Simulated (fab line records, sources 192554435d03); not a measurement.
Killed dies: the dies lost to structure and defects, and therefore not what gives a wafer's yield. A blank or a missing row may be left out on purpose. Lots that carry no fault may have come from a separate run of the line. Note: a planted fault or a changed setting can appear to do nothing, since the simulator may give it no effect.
fab line records	flow n5-finfet
record lots=7	wafers=21
route steps=1938 shown BEOL_M9@1407 BEOL_M11@1561 BEOL_M13@1659
start-h: start of the lot's first displayed wafer, in hours after the record's first day	wait-h: how many hours have passed since the lot's step before this one	" unchanged from the row above	L1.1+2: several wafers, shown together as one row	- no value, or no start was given	* or withheld: withheld	< > ~ a bound
route shown NAME@n: names a module that has steps shown in the file, with the first one's number in the route	usual: mean and standard deviation over wafers with no fault	same: alike in all rows	chamber/n: place in a boat	sites: the reading at each site	_std_site: standard deviation across them	_edge_site: the outer-site mean with the inner-site mean subtracted	radius-mm: for every site, how far away it sits from the centre of the wafer	mask NAME#n: copy n	behind: the tool/chamber that last shaped the wafer	hold: why the lot was held/for how many hours/how that ended	device: whichever transistor did not switch (one of n, p or np)	end of line: tests of these same wafers at the route's end	where a step has no rows: the recipe by itself	killed: not the wafer's yield, but the dies lost to structure and defects at the first sort	map: dies across one wafer; x = killed, . = not, _ = none there
set.NAME: the setting the step ran with; set.NAME@STEP: the setting that earlier step ran with	model.NAME: the simulator's own value behind a step, which no gauge read
one table per step and one row per wafer, for lots whose settings were changed on purpose
## steps
# step N5_BEOL_M9_COAT_60
# recipe resist=SiARC	temp-c=220	time-s=60	spin-rpm=1500	resist-thk-nm=30
lot.wafer	tool	chamber	start-h	wait-h	set.spin-rpm	model.SiARC_of_BEOL_M9_COAT_60.thk-nm
L075.3+4+5	litho-track-05	0	-	-	1500	30
L074.1	litho-track-04	0	-	-	1404	31
L074.3+5	"	0	"	"	1500	30
L082.2	litho-track-05	0	-	-	1500	29.8
L082.3	"	0	"	"	1420	31
L082.4	"	0	"	"	1500	30
L090.2	litho-track-05	0	-	-	1500	30.2
L090.3+4	"	0	"	"	1500	30
L087.1+4+5	litho-track-05	0	-	-	1500	30
L094.3+5	litho-track-03	0	-	-	1500	29.8
L094.4	"	0	"	"	1500	30
L097.1	litho-track-05	0	-	-	1500	30
L097.2+4	"	0	"	"	1390	31.2
# step N5_BEOL_M9_COAT_05
# recipe resist=CAR-ArF	spin-rpm=1500	resist-thk-nm=90
# step N5_BEOL_M9_EBR_07
# recipe solvent=PGMEA	ebr-width-mm=1.5
# step N5_BEOL_M9_DESCUM_16
# recipe chemistry=O2	time-s=7.9	source-power-w=50	bias-power-w=20	pressure-mtorr=20	rf-frequency-hz=2.712e+07	temp-c=40	resist=CAR-ArF	o2-flow-sccm=225
# step N5_BEOL_M9_ETCH_61
# recipe chemistry=CF4	target=SiARC	target-depth-a=390	mask-material=CAR-ArF	time-s=65	ion-energy-ev=80	pressure-mtorr=40	source-w=545	bias-w=36	Ar_flow_sccm=100	cf4-flow-sccm=100	ends=cleared
lot.wafer	tool	chamber	start-h	wait-h	set.spin-rpm@BEOL_M9_COAT_60	model.etch.depth-nm	model.CAR-ArF_of_BEOL_M9_COAT_05.thk-nm
L075.3	rie-diel-06	3	225.09	0.0	1500	30.05	55.2
L075.4	"	2	"	"	1500	30.01	55.4
L075.5	"	3	"	"	1500	30.09	55
L074.1	rie-diel-04	0	225.50	0.0	1404	31.05	55
L074.3	"	2	"	"	1500	30.05	55.8
L074.5	"	2	"	"	1500	30.01	55.6
L082.2	rie-diel-03	0	269.10	0.0	1500	29.87	56.2
L082.3	"	3	"	"	1420	30.91	55.2
L082.4	"	1	"	"	1500	29.9	56
L090.2	rie-diel-03	0	304.55	0.0	1500	30.15	55.8
L090.3	"	2	"	"	1500	30.07	55.4
L090.4	"	3	"	"	1500	30.1	55.8
L087.1	rie-diel-06	0	306.91	0.0	1500	30.01	55.6
L087.4	"	2	"	"	1500	30.03	55.8
L087.5	"	0	"	"	1500	30.03	55.6
L094.3	rie-diel-03	1	343.70	0.0	1500	29.8	56
L094.4	"	2	"	"	1500	29.92	56
L094.5	"	0	"	"	1500	29.82	55.8
L097.1	rie-diel-04	0	359.92	0.0	1500	30	56
L097.2	"	2	"	"	1390	31.27	54.8
L097.4	"	3	"	"	1390	31.25	54.6
# step N5_BEOL_M9_ETCH_62
# recipe chemistry=N2/H2	target=SOC	target-depth-a=1100	overetch-a=220	mask-material=SiARC	temp-c=40	time-s=165	ion-energy-ev=200	pressure-mtorr=30	source-w=840	bias-w=150	n2-flow-sccm=200	h2-flow-sccm=200
# step N5_BEOL_M9_STRIP_68
# recipe chemistry=N2/H2	temp-c=40	n2-flow-sccm=200	h2-flow-sccm=200	rf-frequency-hz=6e+07
# step N5_BEOL_M9_STRIP_67
# recipe chemistry=CF4	resist=SiARC	power-w=300	bias-power-w=75	pressure-mtorr=50	cf4-flow-sccm=150	rf-frequency-hz=6e+07
# step N5_BEOL_M9_HM_OPEN_17
# recipe chemistry=Cl2/BCl3	target-depth-a=200	overetch-a=60	target=TiN	mask-material=SOC	ion-energy-ev=150	pressure-mtorr=10	icp-w=1000	bias-w=126	Cl2_flow_sccm=53.25	bcl3-flow-sccm=21.75	Ar_flow_sccm=25
lot.wafer	tool	chamber	start-h	wait-h	set.target-thk-a@BEOL_M9_HM_DEP_02	model.etch.depth-nm
L075.3	rie-metal-01	0	225.35	0.1	200	19.8
L075.4	"	1	"	"	200	19.86
L075.5	"	1	"	"	200	19.93
L074.1	rie-metal-03	0	225.74	0.0	200	20.32
L074.3	"	0	"	"	189.5	19.27
L074.5	"	1	"	"	189.5	19.45
L082.2	rie-metal-03	1	269.34	0.0	183.7	18.58
L082.3	"	0	"	"	183.7	18.42
L082.4	"	1	"	"	200	20.18
L090.2	rie-metal-02	1	304.79	0.0	215.2	21.65
L090.3	"	1	"	"	200	19.96
L090.4	"	0	"	"	200	19.78
L087.1	rie-metal-03	0	307.15	0.0	200	19.89
L087.4	"	1	"	"	200	19.94
L087.5	"	0	"	"	200	19.96
L094.3	rie-metal-01	1	343.97	0.1	200	20.21
L094.4	"	0	"	"	200	20.26
L094.5	"	0	"	"	200	20.3
L097.1	rie-metal-01	1	360.16	0.0	181.6	18.31
L097.2	"	0	"	"	200	20.17
L097.4	"	1	"	"	181.6	18.43
# step N5_BEOL_M9_ETCH_65
# recipe chemistry=CF4	target=SiARC	target-depth-a=156	mask-material=CAR-EUV	time-s=26	ion-energy-ev=80	pressure-mtorr=40	source-w=545	bias-w=36	Ar_flow_sccm=100	cf4-flow-sccm=100	ends=cleared
# usual rf-vpp-V=184.3/1.1
lot.wafer	tool	chamber	start-h	wait-h	set.bias-w	rf-vpp-V
L074.1	rie-diel-04	0	228.12	0.0	36	183.9
L074.3	"	1	"	"	36	183.3
L074.5	"	0	"	"	36	184.8
L075.3	rie-diel-03	1	228.33	0.0	36	183.7
L075.4	"	2	"	"	32.53	172.2
L075.5	"	3	"	"	32.53	172.0
L082.2	rie-diel-03	3	270.98	0.0	36	182.6
L082.3	"	0	"	"	36	184.7
L082.4	"	2	"	"	36	184.9
L090.2	rie-diel-04	3	305.45	0.0	36	185.2
L090.3	"	1	"	"	36	183.6
L090.4	"	3	"	"	36	185.6
L087.1	rie-diel-04	2	311.09	0.0	36	184.9
L087.4	"	3	"	"	36	183.7
L087.5	"	2	"	"	36	185.8
L094.3	rie-diel-04	3	345.58	0.0	36	185.6
L094.4	"	2	"	"	36	183.2
L094.5	"	0	"	"	36	184.2
L097.1	rie-diel-03	2	364.88	0.0	36	183.1
L097.2	"	3	"	"	36	184.1
L097.4	"	0	"	"	34.23	179.7
# step N5_BEOL_M9_TRENCH_ETCH_37
# recipe chemistry=C4F6/O2	target-depth-a=1514.3	target=SiCOH_lowk	time-s=49	ion-energy-ev=250	pressure-mtorr=30	source-w=345	bias-w=185	Ar_flow_sccm=300	C4F6_flow_sccm=10	O2_flow_sccm=10
# usual rf-vpp-V=666/9.5
lot.wafer	tool	chamber	start-h	wait-h	set.bias-w	set.target-thk-a@BEOL_M9_HM_DEP_02	rf-vpp-V	model.TiN_of_BEOL_M9_HM_DEP_02.thk-nm
L074.1	rie-diel-04	0	-	-	185	200	684	16.2
L074.3	"	1	"	"	185	189.5	665	15.2
L074.5	"	0	"	"	204.4	189.5	739	15
L075.3	rie-diel-03	1	-	-	185	200	657	15.8
L075.4	"	2	"	"	185	200	662	15.6
L075.5	"	3	"	"	185	200	669	15.8
L082.2	rie-diel-03	3	-	-	185	183.7	669	14.4
L082.3	"	0	"	"	185	183.7	673	14.2
L082.4	"	2	"	"	185	200	664	15.8
L090.2	rie-diel-04	3	-	-	185	215.2	664	17.6
L090.3	"	1	"	"	185	200	664	16
L090.4	"	3	"	"	185	200	662	15.6
L087.1	rie-diel-04	2	-	-	202.9	200	721	15.4
L087.4	"	3	"	"	185	200	663	15.8
L087.5	"	2	"	"	185	200	671	15.6
L094.3	rie-diel-04	3	-	-	185	200	661	16.2
L094.4	"	2	"	"	185	200	670	16
L094.5	"	0	"	"	185	200	682	16.2
L097.1	rie-diel-03	2	-	-	185	181.6	662	14
L097.2	"	3	"	"	214.2	200	751	15.6
L097.4	"	0	"	"	214.2	181.6	757	13.8
# step N5_BEOL_M11_COAT_64
# recipe resist=SiARC	temp-c=220	time-s=60	spin-rpm=1500	resist-thk-nm=30
lot.wafer	tool	chamber	start-h	wait-h	set.spin-rpm	model.SiARC_of_BEOL_M11_COAT_64.thk-nm
L074.1+5	litho-track-02	0	-	-	1437	30.6
L074.3	"	0	"	"	1500	29.8
L075.3+4+5	litho-track-04	0	-	-	1500	30.2
L082.2	litho-track-03	0	-	-	1400	31
L082.3+4	"	0	"	"	1500	29.8
L090.2	litho-track-02	0	-	-	1500	30
L090.3	"	0	"	"	1500	29.8
L090.4	"	0	"	"	1664	28.4
L087.1	litho-track-03	0	-	-	1500	30
L087.4+5	"	0	"	"	1606	29
L094.3	litho-track-04	0	-	-	1500	30
L094.4+5	"	0	"	"	1500	30.2
L097.1	litho-track-03	0	-	-	1572	29.4
L097.2+4	"	0	"	"	1500	30.2
# step N5_BEOL_M11_COAT_22
# recipe resist=CAR-ArF	spin-rpm=1500	resist-thk-nm=90
lot.wafer	tool	chamber	start-h	wait-h	set.spin-rpm	model.CAR-ArF_of_BEOL_M11_COAT_22.thk-nm
L074.1	litho-track-02	0	-	-	1616	86.8
L074.3	"	0	"	"	1500	90.2
L074.5	"	0	"	"	1616	86.6
L075.3	litho-track-04	0	-	-	1500	90.4
L075.4	"	0	"	"	1662	86
L075.5	"	0	"	"	1662	85.8
L082.2+4	litho-track-03	0	-	-	1665	85.6
L082.3	"	0	"	"	1500	90.2
L090.2	litho-track-02	0	-	-	1500	90.2
L090.3	"	0	"	"	1500	90.4
L090.4	"	0	"	"	1374	94.4
L087.1+4+5	litho-track-03	0	-	-	1500	90.6
L094.3+4	litho-track-04	0	-	-	1500	90.2
L094.5	"	0	"	"	1500	90.6
L097.1+4	litho-track-03	0	-	-	1500	89.8
L097.2	"	0	"	"	1379	94
# step N5_BEOL_M11_EBR_24
# recipe solvent=PGMEA	ebr-width-mm=1.5
# step N5_BEOL_M11_SOFTBAKE_23
# recipe temp-c=110	time-s=60	resist=CAR-ArF
# step N5_BEOL_M11_EXPOSE_25
# recipe mask-id=V10	na=1.35	source-shape=annular	sigma-inner=0.5	sigma-outer=0.8	polarization=unpolarized	dose-mj=85.5
# step N5_BEOL_M11_PEB_26
# recipe peb-temp-c=withheld	peb-time-s=60	resist=CAR-ArF
# step N5_BEOL_M11_DEVELOP_27
# recipe develop-time-s=30	developer=TMAH	resist=CAR-ArF	rinse-liquid=diw	dry=air-spin	dev-temp-c=23
lot.wafer	tool	chamber	start-h	wait-h	set.spin-rpm@BEOL_M11_COAT_22	model.CAR-ArF_of_BEOL_M11_COAT_22.thk-nm
L074.1	litho-track-03	0	-	-	1616	85.2
L074.3	"	0	"	"	1500	88.4
L074.5	"	0	"	"	1616	84.8
L075.3	litho-track-04	0	-	-	1500	88.6
L075.4	"	0	"	"	1662	84.4
L075.5	"	0	"	"	1662	84.2
L082.2+4	litho-track-03	0	-	-	1665	83.8
L082.3	"	0	"	"	1500	88.4
L090.2	litho-track-02	0	-	-	1500	88.6
L090.3	"	0	"	"	1500	88.8
L090.4	"	0	"	"	1374	92.6
L087.1+5	litho-track-04	0	-	-	1500	88.8
L087.4	"	0	"	"	1500	89
L094.3	litho-track-03	0	-	-	1500	88.6
L094.4	"	0	"	"	1500	88.4
L094.5	"	0	"	"	1500	88.8
L097.1+4	litho-track-04	0	-	-	1500	88.2
L097.2	"	0	"	"	1379	92.2
# step N5_BEOL_M11_DESCUM_33
# recipe chemistry=O2	time-s=7.9	source-power-w=50	bias-power-w=20	pressure-mtorr=20	rf-frequency-hz=2.712e+07	temp-c=40	resist=CAR-ArF	o2-flow-sccm=225
lot.wafer	tool	chamber	start-h	wait-h	set.spin-rpm@BEOL_M11_COAT_22	model.CAR-ArF_of_BEOL_M11_COAT_22.thk-nm
L074.1	rie-diel-06	1	249.22	0.0	1616	80.4
L074.3	"	2	"	"	1500	83.6
L074.5	"	3	"	"	1616	80
L075.3	rie-diel-04	0	249.65	0.3	1500	83.8
L075.4+5	"	1,0	"	"	1662	79.4
L082.2+4	rie-diel-04	0,3	286.95	0.2	1665	79
L082.3	"	1	"	"	1500	83.6
L090.2	rie-diel-04	3	319.33	0.0	1500	83.8
L090.3	"	0	"	"	1500	84
L090.4	"	2	"	"	1374	87.8
L087.1+5	rie-diel-04	1,0	330.65	0.1	1500	84
L087.4	"	0	"	"	1500	84.2
L094.3+4	rie-diel-04	2,3	364.86	0.0	1500	83.6
L094.5	"	2	"	"	1500	84
L097.1	rie-diel-03	1	379.95	0.0	1500	83.4
L097.2	"	0	"	"	1379	87.4
L097.4	"	2	"	"	1500	83.2
# step N5_BEOL_M11_ETCH_65
# recipe chemistry=CF4	target=SiARC	target-depth-a=390	mask-material=CAR-ArF	time-s=65	ion-energy-ev=80	pressure-mtorr=40	source-w=545	bias-w=36	Ar_flow_sccm=100	cf4-flow-sccm=100	ends=cleared
lot.wafer	tool	chamber	start-h	wait-h	set.spin-rpm@BEOL_M11_COAT_64	set.spin-rpm@BEOL_M11_COAT_22	model.CAR-ArF_of_BEOL_M11_COAT_22.thk-nm	model.etch.depth-nm
L074.1	rie-diel-06	1	249.26	0.0	1437	1616	52	30.55
L074.3	"	2	"	"	1500	1500	55.8	29.89
L074.5	"	3	"	"	1437	1616	51.6	30.6
L075.3	rie-diel-04	0	249.68	0.0	1500	1500	55.8	30.17
L075.4	"	1	"	"	1500	1662	51.4	30.15
L075.5	"	0	"	"	1500	1662	51.4	30.17
L082.2	rie-diel-04	0	286.98	0.0	1400	1665	50.4	30.92
L082.3	"	1	"	"	1500	1500	55.8	29.83
L082.4	"	3	"	"	1500	1665	51.2	29.89
L090.2	rie-diel-04	3	319.36	0.0	1500	1500	55.8	30
L090.3	"	0	"	"	1500	1500	56.2	29.85
L090.4	"	2	"	"	1664	1374	61.4	28.34
L087.1	rie-diel-04	1	330.68	0.0	1500	1500	56	30.02
L087.4	"	0	"	"	1606	1500	57.2	28.97
L087.5	"	0	"	"	1606	1500	57	28.96
L094.3	rie-diel-04	2	364.89	0.0	1500	1500	55.6	30.08
L094.4	"	3	"	"	1500	1500	55.6	30.22
L094.5	"	2	"	"	1500	1500	56	30.12
L097.1	rie-diel-03	1	379.99	0.0	1572	1500	56	29.43
L097.2	"	0	"	"	1500	1379	59.4	30.17
L097.4	"	2	"	"	1500	1500	55.2	30.17
# step N5_BEOL_M11_ETCH_66
# recipe chemistry=N2/H2	target=SOC	target-depth-a=1200	overetch-a=240	mask-material=SiARC	temp-c=40	time-s=180	ion-energy-ev=200	pressure-mtorr=30	source-w=840	bias-w=150	n2-flow-sccm=200	h2-flow-sccm=200
lot.wafer	tool	chamber	start-h	wait-h	set.spin-rpm@BEOL_M11_COAT_64	model.SiARC_of_BEOL_M11_COAT_64.thk-nm
L074.1+5	rie-diel-06	1,3	249.31	0.0	1437	23.8
L074.3	"	2	"	"	1500	22.4
L075.3+5	rie-diel-04	0	249.73	0.0	1500	23
L075.4	"	1	"	"	1500	23.2
L082.2	rie-diel-04	0	287.03	0.0	1400	23.8
L082.3	"	1	"	"	1500	22.8
L082.4	"	3	"	"	1500	23
L090.2	rie-diel-04	3	319.41	0.0	1500	23
L090.3	"	0	"	"	1500	22.8
L090.4	"	2	"	"	1664	20.8
L087.1	rie-diel-04	1	330.73	0.0	1500	23.2
L087.4+5	"	0	"	"	1606	21.8
L094.3+5	rie-diel-04	2	364.94	0.0	1500	22.6
L094.4	"	3	"	"	1500	23.2
L097.1	rie-diel-03	1	380.04	0.0	1572	22.6
L097.2	"	0	"	"	1500	22.6
L097.4	"	2	"	"	1500	22.4
# step N5_BEOL_M13_ILD_DEP_00
# recipe material=SiOC	target-thk-a=8379.2	temp-c=350	precursor=DEMS/O2	pressure-torr=5	rf-w=500	time-s=166.4
lot.wafer	tool	chamber	start-h	wait-h	set.time-s	model.SiOC_of_BEOL_M13_ILD_DEP_00.thk-nm
L074.1	pecvd-01	1	261.75	0.0	166.4	830.8
L074.3	"	2	"	"	166.4	836.6
L074.5	"	1	"	"	183.9	925.6
L075.3	pecvd-04	1	262.20	0.0	166.4	842
L075.4	"	2	"	"	166.4	839.6
L075.5	"	0	"	"	153.9	789.4
L082.2	pecvd-04	2	295.30	0.0	166.4	820.4
L082.3	"	0	"	"	152.3	766.2
L082.4	"	1	"	"	166.4	833.6
L090.2	pecvd-02	1	333.59	0.0	188.9	940.6
L090.3	"	0	"	"	166.4	839.8
L090.4	"	1	"	"	166.4	842.2
L087.1	pecvd-04	1	339.48	0.0	178.2	873.6
L087.4	"	2	"	"	178.2	900.8
L087.5	"	2	"	"	166.4	843.2
L094.3	pecvd-01	0	373.00	0.0	166.4	839
L094.4	"	2	"	"	166.4	855.4
L094.5	"	1	"	"	166.4	855.6
L097.1	pecvd-01	0	395.53	0.0	166.4	840.4
L097.2	"	1	"	"	157.6	801.6
L097.4	"	1	"	"	157.6	809.6
# step N5_BEOL_M13_THK_MEAS_01
# recipe reads=SiOC_of_BEOL_M13_ILD_DEP_00
# usual M13_ILD_THK=841/9.8
lot.wafer	tool	chamber	start-h	wait-h	set.time-s@BEOL_M13_ILD_DEP_00	M13_ILD_THK[nm]
L074.1	film-metro-01	-	261.90	0.1	166.4	831
L074.3	"	-	"	"	166.4	837
L074.5	"	-	"	"	183.9	926
L075.3	film-metro-01	-	262.35	0.1	166.4	842
L075.4	"	-	"	"	166.4	840
L075.5	"	-	"	"	153.9	789
L082.2	film-metro-01	-	295.46	0.1	166.4	821
L082.3	"	-	"	"	152.3	766
L082.4	"	-	"	"	166.4	833
L090.2	film-metro-02	-	333.74	0.1	188.9	941
L090.3	"	-	"	"	166.4	840
L090.4	"	-	"	"	166.4	842
L087.1	film-metro-01	-	339.69	0.2	178.2	873
L087.4	"	-	"	"	178.2	901
L087.5	"	-	"	"	166.4	843
L094.3	film-metro-01	-	373.15	0.1	166.4	838
L094.4	"	-	"	"	166.4	856
L094.5	"	-	"	"	166.4	856
L097.1	film-metro-02	-	395.68	0.1	166.4	840
L097.2	"	-	"	"	157.6	801
L097.4	"	-	"	"	157.6	810
## key
split step=N5_BEOL_M9_COAT_60	setting=spin-rpm	stated=1500	by=wafer
response step=N5_BEOL_M9_COAT_60	reading=model.SiARC_of_BEOL_M9_COAT_60.thk-nm	change=-0.171	per=1%	r=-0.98
response step=N5_BEOL_M9_ETCH_61	reading=model.etch.depth-nm	change=-0.172	per=1%	r=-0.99
response step=N5_BEOL_M9_ETCH_61	reading=model.CAR-ArF_of_BEOL_M9_COAT_05.thk-nm	change=+0.153	per=1%	r=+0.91
split step=N5_BEOL_M9_ETCH_65	setting=bias-w	stated=36	by=wafer
response step=N5_BEOL_M9_ETCH_65	reading=rf-vpp-V	change=+1.12	per=1%	r=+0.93
split step=N5_BEOL_M9_TRENCH_ETCH_37	setting=bias-w	stated=185	by=wafer
response step=N5_BEOL_M9_TRENCH_ETCH_37	reading=rf-vpp-V	change=+5.86	per=1%	r=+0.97
split step=N5_BEOL_M11_COAT_64	setting=spin-rpm	stated=1500	by=wafer
response step=N5_BEOL_M11_COAT_64	reading=model.SiARC_of_BEOL_M11_COAT_64.thk-nm	change=-0.152	per=1%	r=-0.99
response step=N5_BEOL_M11_ETCH_65	reading=model.etch.depth-nm	change=-0.151	per=1%	r=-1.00
response step=N5_BEOL_M11_ETCH_66	reading=model.SiARC_of_BEOL_M11_COAT_64.thk-nm	change=-0.174	per=1%	r=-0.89
split step=N5_BEOL_M11_COAT_22	setting=spin-rpm	stated=1500	by=wafer
response step=N5_BEOL_M11_COAT_22	reading=model.CAR-ArF_of_BEOL_M11_COAT_22.thk-nm	change=-0.449	per=1%	r=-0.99
response step=N5_BEOL_M11_DEVELOP_27	reading=model.CAR-ArF_of_BEOL_M11_COAT_22.thk-nm	change=-0.435	per=1%	r=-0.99
response step=N5_BEOL_M11_DESCUM_33	reading=model.CAR-ArF_of_BEOL_M11_COAT_22.thk-nm	change=-0.439	per=1%	r=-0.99
response step=N5_BEOL_M11_ETCH_65	reading=model.CAR-ArF_of_BEOL_M11_COAT_22.thk-nm	change=-0.484	per=1%	r=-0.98
split step=N5_BEOL_M13_ILD_DEP_00	setting=time-s	stated=166.4	by=wafer
response step=N5_BEOL_M13_ILD_DEP_00	reading=model.SiOC_of_BEOL_M13_ILD_DEP_00.thk-nm	change=+7.42	per=1%	r=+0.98
response step=N5_BEOL_M13_THK_MEAS_01	reading=M13_ILD_THK	change=+7.43	per=1%	r=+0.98
split outside-this-file step=N5_BEOL_M9_HM_DEP_02 setting=target-thk-a
# split outside-this-file: this setting was split too, and the file shows its column; the key of that split is in another file
